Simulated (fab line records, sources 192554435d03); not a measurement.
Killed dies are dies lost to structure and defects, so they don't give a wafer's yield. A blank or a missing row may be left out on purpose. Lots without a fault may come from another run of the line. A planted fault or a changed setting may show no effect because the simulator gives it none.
fab line records | flow n5_finfet
record lots=7 wafers=21
route steps=1938 shown SD_EPI_P@321 SD_ACTIVATION@331 HKMG_FIN@450 MOL_CONTACT_COAG@523 BEOL_M0_SAQP@636
start_h: hours from the record's first day to the start of the lot's first wafer shown | wait_h: hours since the lot's step before | " the same as in the row above | L1.1+2: a row that stands for several wafers | - no value, or no start given | * or withheld: withheld | < > ~ a bound
route shown NAME@n: a module of which the file shows steps, and the number in the route of the first | usual: mean/standard deviation of fault-free wafers | same: alike in all rows | chamber/n: place in a boat | sites: the reading at each site | _std_site: their standard deviation | _edge_site: outer sites' mean less inner sites' | radius_mm: how far each site lies from the wafer's centre | mask NAME#n: copy n | behind: the tool/chamber that last shaped the wafer | hold: why the lot was held/for how many hours/how that ended | device: the transistor (n, p or np) that didn't switch | end of line: the same wafers' tests at the end of the route | a step without rows: its recipe alone | killed: dies lost to structure and defects at the first sort, not the wafer's yield | map: a wafer's dies, x killed, . not, _ none there
set.NAME: the setting as run; set.NAME@STEP: as run at that earlier step | model.NAME: the simulator's own value behind a step, which no gauge read
lots whose settings were changed on purpose; a table a step, a row a wafer
## steps
# step N5_SD_EPI_P_EPI_21
# recipe material=SiGe:B dopant=B temp_c=550 pressure_torr=20 ambient=H2 time_s=355
# columns lot.wafer tool chamber start_h wait_h set.time_s model.SiGe-B_of_SD_EPI_P_EPI_21.thk_nm
L078.1 epi_rpcvd-03 0 80.46 0.1 355 61
L078.3 " 0 " " 291.1 54.8
L078.4 " 0 " " 355 62.4
L081.1 epi_rpcvd-02 0 97.04 0.3 355 61.4
L081.2 " 0 " " 355 61.2
L081.6 " 0 100.24 3.2 355 60.6
L083.1 epi_rpcvd-02 0 111.23 0.3 355 60.6
L083.2 " 0 " " 355 61
L083.6 " 0 114.43 3.2 398.7 66.2
L084.1 epi_rpcvd-01 0 120.07 0.2 355 62.4
L084.5+6 " 0 121.99 2.0 355 61.4
L086.2 epi_rpcvd-03 0 135.34 0.5 390.9 65.6
L086.4 " 0 " " 355 61.2
L086.6 " 0 " " 390.9 66
L087.1+5 epi_rpcvd-02 0 137.23 0.2 381.8 63
L087.3 " 0 " " 355 60.2
L091.1 epi_rpcvd-03 0 159.64 0.1 375 63.4
L091.2 " 0 " " 355 61.2
L091.5 " 0 161.08 1.5 375 64.2
# step N5_SD_EPI_P_EPI_MEAS_23
# recipe mode=xrd
# usual thk_nm=61.1/1.2
# columns lot.wafer tool chamber start_h wait_h set.time_s@SD_EPI_P_EPI_21 thk_nm
L078.1 film_metro-01 - 82.65 1.8 355 60.4
L078.3 " - " " 291.1 54.0
L078.4 " - " " 355 61.2
L081.1 film_metro-02 - 100.92 3.2 355 60.3
L081.2 " - " " 355 62.3
L081.6 " - " " 355 60.6
L083.1 film_metro-01 - 115.10 3.2 355 60.7
L083.2 " - " " 355 60.5
L083.6 " - " " 398.7 65.2
L084.1 film_metro-02 - 122.98 2.4 355 62.9
L084.5 " - " " 355 61.0
L084.6 " - " " 355 61.2
L086.2 film_metro-01 - 137.18 1.5 390.9 64.9
L086.4 " - " " 355 61.8
L086.6 " - " " 390.9 65.5
L087.1 film_metro-01 - 140.15 2.4 381.8 63.2
L087.3 " - " " 355 61.1
L087.5 " - " " 381.8 62.2
L091.1 film_metro-02 - 161.83 1.8 375 62.0
L091.2 " - " " 355 61.1
L091.5 " - " " 375 64.7
# step N5_SD_ACTIVATION_LSA_01
# recipe temp_c=1080 time_s=0.0008 ambient=N2
# usual wafer_temp_C_max=1083.5/0.72
# columns lot.wafer tool chamber start_h wait_h set.temp_c wafer_temp_C_max
L078.1 laser_anneal-01 0 83.06 0.2 1080 1082.9
L078.3 " 0 " " 1080 1083.6
L078.4 " 0 " " 1057 1061.3
L081.1 laser_anneal-02 0 101.51 0.2 1080 1082.7
L081.2 " 0 " " 1067 1068.7
L081.6 " 0 " " 1080 1082.2
L083.1 laser_anneal-02 0 115.54 0.2 1080 1083.9
L083.2 " 0 " " 1080 1083.1
L083.6 " 0 " " 1080 1084.5
L084.1 laser_anneal-01 0 123.53 0.2 1080 1083.4
L084.5 " 0 " " 1080 1083.1
L084.6 " 0 " " 1080 1083.9
L086.2 laser_anneal-01 0 137.62 0.2 1055 1058.6
L086.4 " 0 " " 1055 1059.6
L086.6 " 0 " " 1080 1084.1
L087.1 laser_anneal-02 0 140.55 0.2 1080 1082.4
L087.3 " 0 " " 1080 1082.9
L087.5 " 0 " " 1080 1083.1
L091.1 laser_anneal-01 0 162.42 0.2 1080 1084.3
L091.2 " 0 " " 1090 1093.8
L091.5 " 0 " " 1080 1084.1
# step N5_SD_ACTIVATION_RS_MEAS_03
# recipe thk_meas_gauge=four-point-probe
# usual RS_SD_N=21.89/0.26 RS_SD_P=56.0/0.81
# columns lot.wafer tool chamber start_h wait_h set.time_s@SD_EPI_P_EPI_21 set.temp_c@SD_ACTIVATION_LSA_01 RS_SD_N[ohm/sq] RS_SD_P[ohm/sq]
L078.1 film_metro-01 - 83.27 0.2 355 1080 22.17 56.4
L078.3 " - " " 291.1 1080 21.96 62.8
L078.4 " - " " 355 1057 24.68 55.0
L081.1 film_metro-02 - 101.71 0.2 355 1080 21.81 56.0
L081.2 " - " " 355 1067 23.19 57.1
L081.6 " - " " 355 1080 22.15 56.6
L083.1 film_metro-02 - 115.75 0.2 355 1080 21.83 56.2
L083.2 " - " " 355 1080 21.74 56.1
L083.6 " - " " 398.7 1080 21.84 51.6
L084.1 film_metro-01 - 123.74 0.2 355 1080 22.45 55.3
L084.5 " - " " 355 1080 22.27 55.8
L084.6 " - " " 355 1080 22.26 56.4
L086.2 film_metro-01 - 137.81 0.2 390.9 1055 24.43 52.0
L086.4 " - " " 355 1055 24.51 56.2
L086.6 " - " " 390.9 1080 21.74 51.9
L087.1 film_metro-02 - 140.76 0.2 381.8 1080 21.80 53.7
L087.3 " - " " 355 1080 21.91 56.4
L087.5 " - " " 381.8 1080 22.03 53.8
L091.1 film_metro-02 - 162.62 0.2 375 1080 21.77 54.2
L091.2 " - " " 355 1090 21.10 55.9
L091.5 " - " " 375 1080 22.13 53.3
# step N5_HKMG_FIN_COAT_66
# recipe resist=SOC temp_c=250 time_s=60 spin_rpm=1500 resist_thk_nm=300
# columns lot.wafer tool chamber start_h wait_h set.spin_rpm model.SOC_of_HKMG_FIN_COAT_66.thk_nm
L078.1 litho_track-05 0 102.17 0.2 1445 307
L078.3+4 " 0 " " 1500 302
L081.1 litho_track-05 0 121.28 0.2 1500 301
L081.2 " 0 " " 1395 312.6
L081.6 " 0 " " 1395 313.2
L083.1 litho_track-05 0 134.58 0.2 1500 301
L083.2 " 0 " " 1500 301.8
L083.6 " 0 " " 1500 300.8
L084.1+6 litho_track-02 0 143.01 0.2 1500 300.4
L084.5 " 0 " " 1500 300
L086.2+4 litho_track-02 0 156.62 0.2 1349 317.8
L086.6 " 0 " " 1500 301.4
L087.1 litho_track-05 0 160.07 0.2 1554 293.4
L087.3 " 0 " " 1554 295
L087.5 " 0 " " 1500 300.2
L091.1 litho_track-01 0 183.57 0.2 1500 298.8
L091.2 " 0 " " 1609 288
L091.5 " 0 " " 1609 289.4
# step N5_MOL_CONTACT_COAG_EXPOSE_05
# recipe mask_id=CA na=0.33 source_shape=annular sigma_inner=0.4 sigma_outer=0.8 polarization=unpolarized defocus_nm=0 dose_mj=38.25
# columns lot.wafer tool chamber start_h wait_h mask set.dose_mj
L078.1+3 euv_scanner-02 0 112.42 - CA#0 40.71
L078.4 " 0 " " CA#0 38.25
L081.1 euv_scanner-01 0 131.02 - CA#0 37.25
L081.2+6 " 0 " " CA#0 38.25
L083.1+6 euv_scanner-01 0 144.17 - CA#0 40.58
L083.2 " 0 " " CA#0 38.25
L084.1+5+6 euv_scanner-02 0 154.76 - CA#0 38.25
L086.2+4+6 euv_scanner-02 0 167.39 - CA#0 38.25
L087.1+5 euv_scanner-02 0 170.33 - CA#0 38.25
L087.3 " 0 " " CA#0 37.31
L091.1+2 euv_scanner-01 0 193.34 - CA#0 41.1
L091.5 " 0 " " CA#0 38.25
# step N5_MOL_CONTACT_COAG_PEB_06
# recipe peb_temp_c=100 peb_time_s=60 resist=CAR-EUV
# step N5_MOL_CONTACT_COAG_DEVELOP_07
# recipe develop_time_s=30 developer=TMAH resist=CAR-EUV rinse_liquid=surfactant_rinse dry=air_spin dev_temp_c=23
# step N5_MOL_CONTACT_COAG_CD_MEAS_08
# recipe target_cd_nm=28 landing_energy_ev=500 detector=se_inlens polarity=opening
# usual cd_nm=28.03/0.25
# columns lot.wafer tool chamber start_h wait_h set.dose_mj@MOL_CONTACT_COAG_EXPOSE_05 cd_nm
L078.1 cd_sem-03 0 112.55 - 40.71 28.91
L078.3 " 0 " " 40.71 28.78
L078.4 " 0 " " 38.25 28.31
L081.1 cd_sem-03 0 131.15 - 37.25 28.15
L081.2 " 0 " " 38.25 28.24
L081.6 " 0 " " 38.25 28.38
L083.1 cd_sem-02 0 144.30 - 40.58 29.26
L083.2 " 0 " " 38.25 27.99
L083.6 " 0 " " 40.58 29.23
L084.1 cd_sem-02 0 154.89 - 38.25 28.19
L084.5 " 0 " " 38.25 27.79
L084.6 " 0 " " 38.25 28.16
L086.2 cd_sem-03 0 167.51 - 38.25 27.98
L086.4 " 0 " " 38.25 27.88
L086.6 " 0 " " 38.25 27.96
L087.1 cd_sem-03 0 170.46 - 38.25 28.31
L087.3 " 0 " " 37.31 27.67
L087.5 " 0 " " 38.25 27.96
L091.1 cd_sem-03 0 193.47 - 41.1 29.58
L091.2 " 0 " " 41.1 29.63
L091.5 " 0 " " 38.25 28.03
# step N5_MOL_CONTACT_COAG_DESCUM_13
# recipe chemistry=O2 time_s=7 source_power_w=50 bias_power_w=20 pressure_mtorr=20 rf_frequency_hz=2.712e+07 temp_c=40 resist=CAR-EUV o2_flow_sccm=225
# step N5_MOL_CONTACT_COAG_ETCH_59
# recipe chemistry=N2/H2 target=underlayer target_depth_a=130 mask_material=CAR-EUV time_s=10.4 ion_energy_ev=200 pressure_mtorr=30 source_w=840 bias_w=150 n2_flow_sccm=200 h2_flow_sccm=200 ends=cleared
# columns lot.wafer tool chamber start_h wait_h set.dose_mj@MOL_CONTACT_COAG_EXPOSE_05 model.MOL_CONTACT_COAG.cd_offset_nm
L078.1+3 rie_diel-03 2,0 113.12 0.0 40.71 1
L078.4 " 3 " " 38.25 0.2
L081.1 rie_diel-05 3 131.89 0.0 37.25 -0.2
L081.2 " 0 " " 38.25 0.2
L081.6 " 3 " " 38.25 0.4
L083.1 rie_diel-05 0 144.46 0.0 40.58 1.2
L083.2 " 1 " " 38.25 0
L083.6 " 3 " " 40.58 1.4
L084.1+5 rie_diel-05 0,1 155.05 0.0 38.25 -0.2
L084.6 " 0 " " 38.25 0
L086.2+4 rie_diel-02 3,1 168.08 0.0 38.25 -0.2
L086.6 " 2 " " 38.25 0
L087.1+5 rie_diel-03 3,1 170.77 0.0 38.25 0
L087.3 " 2 " " 37.31 -0.4
L091.1+2 rie_diel-05 2,0 193.62 0.0 41.1 1.2
L091.5 " 2 " " 38.25 -0.2
# step N5_MOL_CONTACT_COAG_ETCH_105
# recipe chemistry=CF4 target=SiARC target_depth_a=156 mask_material=CAR-EUV time_s=26 ion_energy_ev=80 pressure_mtorr=40 source_w=545 bias_w=36 Ar_flow_sccm=100 cf4_flow_sccm=100 ends=cleared
# columns lot.wafer tool chamber start_h wait_h set.dose_mj@MOL_CONTACT_COAG_EXPOSE_05 model.MOL_CONTACT_COAG.cd_offset_nm
L078.1+3 rie_diel-03 2,0 113.14 0.0 40.71 1
L078.4 " 3 " " 38.25 0.2
L081.1 rie_diel-05 3 131.91 0.0 37.25 -0.2
L081.2 " 0 " " 38.25 0
L081.6 " 3 " " 38.25 0.4
L083.1 rie_diel-05 0 144.48 0.0 40.58 1.2
L083.2 " 1 " " 38.25 0
L083.6 " 3 " " 40.58 1.4
L084.1+5 rie_diel-05 0,1 155.07 0.0 38.25 -0.2
L084.6 " 0 " " 38.25 0
L086.2+6 rie_diel-02 3,2 168.10 0.0 38.25 0
L086.4 " 1 " " 38.25 -0.4
L087.1+5 rie_diel-03 3,1 170.79 0.0 38.25 0
L087.3 " 2 " " 37.31 -0.6
L091.1+2 rie_diel-05 2,0 193.64 0.0 41.1 1.4
L091.5 " 2 " " 38.25 -0.2
# step N5_MOL_CONTACT_COAG_ETCH_106
# recipe chemistry=N2/H2 target=SOC target_depth_a=800 overetch_a=160 mask_material=SiARC temp_c=40 time_s=120 ion_energy_ev=200 pressure_mtorr=30 source_w=840 bias_w=150 n2_flow_sccm=200 h2_flow_sccm=200
# columns lot.wafer tool chamber start_h wait_h set.dose_mj@MOL_CONTACT_COAG_EXPOSE_05 model.MOL_CONTACT_COAG.cd_offset_nm
L078.1 rie_diel-03 2 113.17 0.0 40.71 0.8
L078.3 " 0 " " 40.71 1
L078.4 " 3 " " 38.25 0.4
L081.1 rie_diel-05 3 131.94 0.0 37.25 -0.2
L081.2 " 0 " " 38.25 0
L081.6 " 3 " " 38.25 0.2
L083.1 rie_diel-05 0 144.51 0.0 40.58 1.2
L083.2 " 1 " " 38.25 0
L083.6 " 3 " " 40.58 1.6
L084.1+6 rie_diel-05 0 155.10 0.0 38.25 0
L084.5 " 1 " " 38.25 -0.2
L086.2 rie_diel-02 3 168.13 0.0 38.25 0
L086.4+6 " 1,2 " " 38.25 -0.2
L087.1 rie_diel-03 3 170.82 0.0 38.25 0
L087.3 " 2 " " 37.31 -0.8
L087.5 " 1 " " 38.25 -0.2
L091.1 rie_diel-05 2 193.67 0.0 41.1 1.2
L091.2 " 0 " " 41.1 1.4
L091.5 " 2 " " 38.25 -0.2
# step N5_MOL_CONTACT_COAG_CVD_140
# recipe material=W target_thk_a=665 mode=selective_fill temp_c=300 time_s=215
# columns lot.wafer tool chamber start_h wait_h set.target_thk_a model.W_of_MOL_CONTACT_COAG_CVD_140.thk_nm
L078.1 cvd_w-01 0 127.29 0.1 741.5 73.6
L078.3 " 1 " " 665 66.6
L078.4 " 0 " " 665 65.4
L081.1 cvd_w-01 0 144.67 0.1 590.2 58.8
L081.2+6 " 1 " " 590.2 59.8
L083.1 cvd_w-02 0 155.90 0.1 665 66.2
L083.2 " 1 " " 665 66.6
L083.6 " 1 " " 665 66.8
L084.1 cvd_w-02 1 166.86 0.1 665 66.2
L084.5 " 1 " " 665 66
L084.6 " 0 " " 665 66.8
L086.2+4+6 cvd_w-02 0,1,1 180.19 0.1 726.4 72
L087.1 cvd_w-02 0 186.77 0.1 639.9 65.6
L087.3 " 0 " " 665 67.2
L087.5 " 0 " " 665 66.6
L091.1 cvd_w-01 0 206.80 0.1 739.6 74.2
L091.2 " 1 " " 665 66.8
L091.5 " 1 " " 739.6 75
# step N5_BEOL_M0_SAQP_PECVD_96
# recipe material=a-Si target_thk_a=450 temp_c=350 precursor=SiH4/He pressure_torr=3 rf_w=100 time_s=45.2
# columns lot.wafer tool chamber start_h wait_h set.time_s model.a-Si_of_BEOL_M0_SAQP_PECVD_96.thk_nm
L078.1 pecvd-04 1 131.90 0.0 45.2 44.2
L078.3 " 2 " " 45.2 44.6
L078.4 " 0 " " 43.1 43
L081.1 pecvd-02 0 148.91 0.0 39.88 39.4
L081.2 " 2 " " 45.2 45.4
L081.6 " 2 " " 39.88 40.4
L083.1 pecvd-04 1 160.66 0.0 45.2 43.6
L083.2 " 2 " " 45.2 44.6
L083.6 " 0 " " 43 42.4
L084.1 pecvd-04 0 171.60 0.0 45.2 44
L084.5 " 1 " " 45.2 44.8
L084.6 " 2 " " 45.2 45.2
L086.2 pecvd-02 1 186.39 0.0 41.36 41.8
L086.4 " 0 " " 41.36 41.2
L086.6 " 1 " " 45.2 46
L087.1+3 pecvd-02 1,2 193.11 0.0 45.2 44.8
L087.5 " 2 " " 45.2 45.2
L091.1 pecvd-02 1 211.43 0.0 45.2 46.2
L091.2 " 0 " " 45.2 44.4
L091.5 " 2 " " 45.2 45.6
# step N5_BEOL_M0_SAQP_MANDREL_ETCH_20
# recipe target_depth_a=600 chemistry=HBr/Cl2 target=a-Si stop_on=SiNx bt_time_s=10 mask_material=SOC over_etch_frac=0.5 time_s=30 pressure_mtorr=10 icp_w=800 bias_w=75 HBr_flow_sccm=150 Cl2_flow_sccm=80 ends=end_point
# columns lot.wafer tool chamber start_h wait_h set.bias_w model.SOC_of_BEOL_M0_SAQP_COAT_81.thk_nm
L078.1 rie_si-05 1 132.93 0.0 75 75.6
L078.3 " 3 " " 75 76.2
L078.4 " 0 " " 75 75.8
L081.1 rie_si-05 2 152.43 0.0 75 75
L081.2 " 0 " " 75 75.8
L081.6 " 3 " " 68.21 76.8
L083.1 rie_si-06 2 162.40 0.0 63.3 77.4
L083.2 " 0 " " 75 75.8
L083.6 " 3 " " 75 75.4
L084.1 rie_si-06 3 172.66 0.0 75 75.2
L084.5 " 1 " " 75 75.6
L084.6 " 0 " " 75 75.4
L086.2 rie_si-02 1 187.44 0.0 75 76.2
L086.4 " 2 " " 75 76
L086.6 " 3 " " 64.26 77.6
L087.1 rie_si-05 2 194.01 0.0 75 75.6
L087.3 " 0 " " 85.24 74.8
L087.5 " 2 " " 85.24 74
L091.1 rie_si-06 2 212.37 0.0 75 75.8
L091.2 " 3 " " 75 75.2
L091.5 " 3 " " 66.2 76.6
# step N5_BEOL_M0_SAQP_STRIP_86
# recipe chemistry=N2/H2 power_w=500 temp_c=40 pressure_mtorr=50 rf_frequency_hz=6e+07 overash_fraction=0.3 bias_power_w=28 h2_frac=0.5 n2_flow_sccm=300 h2_flow_sccm=300
# columns lot.wafer tool chamber start_h wait_h set.h2_flow_sccm
L078.1+3 rie_diel-01 3,2 133.03 0.1 283.6
L078.4 " 1 " " 300
L081.1+2 rie_diel-06 1,3 152.75 0.3 300
L081.6 " 1 " " 278.7
L083.1+2 rie_diel-06 0,1 162.66 0.2 282.6
L083.6 " 1 " " 300
L084.1+5+6 rie_diel-04 2,2,1 172.77 0.1 300
L086.2+4 rie_diel-04 2,3 187.53 0.1 300
L086.6 " 2 " " 279.7
L087.1+3+5 rie_diel-06 3,1,0 194.11 0.1 300
L091.1 rie_diel-01 2 212.47 0.1 313
L091.2+5 " 3,1 " " 300
# step N5_BEOL_M0_SAQP_STRIP_115
# recipe chemistry=post_etch_residue_remover time_s=60 temp_c=25 remover_ph=withheld remover_water_wt_pct=withheld remover_fluoride_wt_pct=withheld
# step N5_BEOL_M0_SAQP_SRD_93
# recipe dry=ipa_marangoni time_s=30 temp_c=23 rinse_liquid=diw
# step N5_BEOL_M0_SAQP_ETCH_101
# recipe chemistry=CH3F/O2 target=SiNx mask_material=SiO2 target_depth_a=299 time_s=42.7 pressure_mtorr=30 source_w=395 bias_w=73 Ar_flow_sccm=150 CH3F_flow_sccm=30 O2_flow_sccm=20 ion_energy_ev=120
# step N5_BEOL_M0_SAQP_ETCH_102
# recipe chemistry=CF4 target=SiO2 target_depth_a=40 ion_energy_ev=350 time_s=4.4 pressure_mtorr=10 icp_w=800 bias_w=400 cf4_flow_sccm=80
# step N5_BEOL_M0_SAQP_MANDREL_ETCH_103
# recipe chemistry=HBr/Cl2 target=a-Si target_depth_a=450 bt_time_s=10 stop_on=SiCN mask_material=SiO2 over_etch_frac=0.8 time_s=27 pressure_mtorr=10 icp_w=800 bias_w=75 HBr_flow_sccm=150 Cl2_flow_sccm=80 ends=end_point
# columns lot.wafer tool chamber start_h wait_h set.time_s@BEOL_M0_SAQP_PECVD_96 model.etch.depth_nm
L078.1 rie_si-06 2 134.49 0.0 45.2 44.11
L078.3 " 3 " " 45.2 44.65
L078.4 " 1 " " 43.1 42.99
L081.1 rie_si-05 3 154.62 0.0 39.88 39.37
L081.2 " 0 " " 45.2 45.37
L081.6 " 3 " " 39.88 40.48
L083.1 rie_si-02 2 164.93 0.0 45.2 43.63
L083.2 " 0 " " 45.2 44.7
L083.6 " 2 " " 43 42.45
L084.1 rie_si-06 2 174.29 0.0 45.2 43.95
L084.5 " 2 " " 45.2 44.79
L084.6 " 1 " " 45.2 45.1
L086.2 rie_si-02 3 188.99 0.0 41.36 41.83
L086.4 " 1 " " 41.36 41.1
L086.6 " 1 " " 45.2 46.01
L087.1 rie_si-05 1 195.71 0.0 45.2 44.82
L087.3 " 3 " " 45.2 44.75
L087.5 " 0 " " 45.2 45.25
L091.1 rie_si-05 3 214.26 0.0 45.2 46.1
L091.2 " 2 " " 45.2 44.43
L091.5 " 0 " " 45.2 45.62
# step N5_BEOL_M0_SAQP_RECESS_104
# recipe chemistry=HF/NH3 target=SiO2 target_depth_a=180 afs_cycles=3 temp_c=30 sublimation_temp_c=180 sublimation_time_s=60
# step N5_BEOL_M0_SAQP_COAT_105
# recipe resist=SOC temp_c=250 time_s=60 spin_rpm=1500 resist_thk_nm=100
# step N5_BEOL_M0_SAQP_STRIP_108
# recipe chemistry=N2/H2 power_w=500 temp_c=40 pressure_mtorr=50 rf_frequency_hz=6e+07 overash_fraction=0.3 bias_power_w=28 h2_frac=0.5 n2_flow_sccm=300 h2_flow_sccm=300
# step N5_BEOL_M0_SAQP_RECESS_109
# recipe chemistry=HF/NH3 target=SiO2 target_depth_a=30 afs_cycles=1 temp_c=30 sublimation_temp_c=180 sublimation_time_s=60
# step N5_BEOL_M0_SAQP_SPACER2_ALD_26
# recipe material=SiO2 target_thk_a=150 temp_c=300 ald_precursor_family=BDEAS ald_co_reactant=O2-plasma pulse_time_s=1 purge_time_s=2 co_reactant_purge_time_s=2 pressure_torr=2
# columns lot.wafer tool chamber start_h wait_h set.time_s@BEOL_M0_SAQP_PECVD_96 model.a-Si_of_BEOL_M0_SAQP_PECVD_96.thk_nm
L078.1 ald_sin-02 2 135.43 0.2 45.2 43.4
L078.3 " 3 " " 45.2 44
L078.4 " 2 " " 43.1 42.2
L081.1 ald_sin-01 2 155.47 0.1 39.88 38.6
L081.2 " 3 " " 45.2 44.6
L081.6 " 3 " " 39.88 39.8
L083.1 ald_sin-04 3 166.24 0.5 45.2 42.8
L083.2 " 0 " " 45.2 44
L083.6 " 1 " " 43 41.8
L084.1 ald_sin-01 3 175.13 0.1 45.2 43.2
L084.5 " 2 " " 45.2 44
L084.6 " 3 " " 45.2 44.4
L086.2 ald_sin-04 2 190.07 0.1 41.36 41.2
L086.4 " 2 " " 41.36 40.4
L086.6 " 3 " " 45.2 45.2
L087.1+3 ald_sin-02 0,2 196.55 0.1 45.2 44
L087.5 " 0 " " 45.2 44.6
L091.1 ald_sin-04 2 215.56 0.5 45.2 45.4
L091.2 " 0 " " 45.2 43.6
L091.5 " 3 " " 45.2 44.8
## key
split step=N5_SD_EPI_P_EPI_21 setting=time_s stated=355 by=wafer
response step=N5_SD_EPI_P_EPI_21 reading=model.SiGe-B_of_SD_EPI_P_EPI_21.thk_nm change=+0.41 per=1% r=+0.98
response step=N5_SD_EPI_P_EPI_MEAS_23 reading=thk_nm change=* per=1% r=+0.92
response step=N5_SD_ACTIVATION_RS_MEAS_03 reading=RS_SD_P change=-0.389 per=1% r=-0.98
split step=N5_SD_ACTIVATION_LSA_01 setting=temp_c stated=1080 by=wafer
response step=N5_SD_ACTIVATION_LSA_01 reading=wafer_temp_C_max change=* per=1% r=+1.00
response step=N5_SD_ACTIVATION_RS_MEAS_03 reading=RS_SD_N change=-1.16 per=1% r=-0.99
split step=N5_HKMG_FIN_COAT_66 setting=spin_rpm stated=1500 by=wafer
response step=N5_HKMG_FIN_COAT_66 reading=model.SOC_of_HKMG_FIN_COAT_66.thk_nm change=-1.58 per=1% r=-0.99
split step=N5_MOL_CONTACT_COAG_EXPOSE_05 setting=dose_mj stated=38.25 by=wafer
response step=N5_MOL_CONTACT_COAG_CD_MEAS_08 reading=cd_nm change=+0.167 per=1% r=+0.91
response step=N5_MOL_CONTACT_COAG_ETCH_59 reading=model.MOL_CONTACT_COAG.cd_offset_nm change=+0.176 per=1% r=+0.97
response step=N5_MOL_CONTACT_COAG_ETCH_105 reading=model.MOL_CONTACT_COAG.cd_offset_nm change=+0.187 per=1% r=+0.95
response step=N5_MOL_CONTACT_COAG_ETCH_106 reading=model.MOL_CONTACT_COAG.cd_offset_nm change=+0.173 per=1% r=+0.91
split step=N5_MOL_CONTACT_COAG_CVD_140 setting=target_thk_a stated=665 by=wafer
response step=N5_MOL_CONTACT_COAG_CVD_140 reading=model.W_of_MOL_CONTACT_COAG_CVD_140.thk_nm change=+0.66 per=1% r=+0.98
split step=N5_BEOL_M0_SAQP_PECVD_96 setting=time_s stated=45.2 by=wafer
response step=N5_BEOL_M0_SAQP_PECVD_96 reading=model.a-Si_of_BEOL_M0_SAQP_PECVD_96.thk_nm change=+0.46 per=1% r=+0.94
response step=N5_BEOL_M0_SAQP_MANDREL_ETCH_103 reading=model.etch.depth_nm change=+0.459 per=1% r=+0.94
response step=N5_BEOL_M0_SAQP_SPACER2_ALD_26 reading=model.a-Si_of_BEOL_M0_SAQP_PECVD_96.thk_nm change=+0.452 per=1% r=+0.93
split step=N5_BEOL_M0_SAQP_MANDREL_ETCH_20 setting=bias_w stated=75 by=wafer
response step=N5_BEOL_M0_SAQP_MANDREL_ETCH_20 reading=model.SOC_of_BEOL_M0_SAQP_COAT_81.thk_nm change=-0.107 per=1% r=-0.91
split step=N5_BEOL_M0_SAQP_STRIP_86 setting=h2_flow_sccm stated=300 by=wafer
response none clear
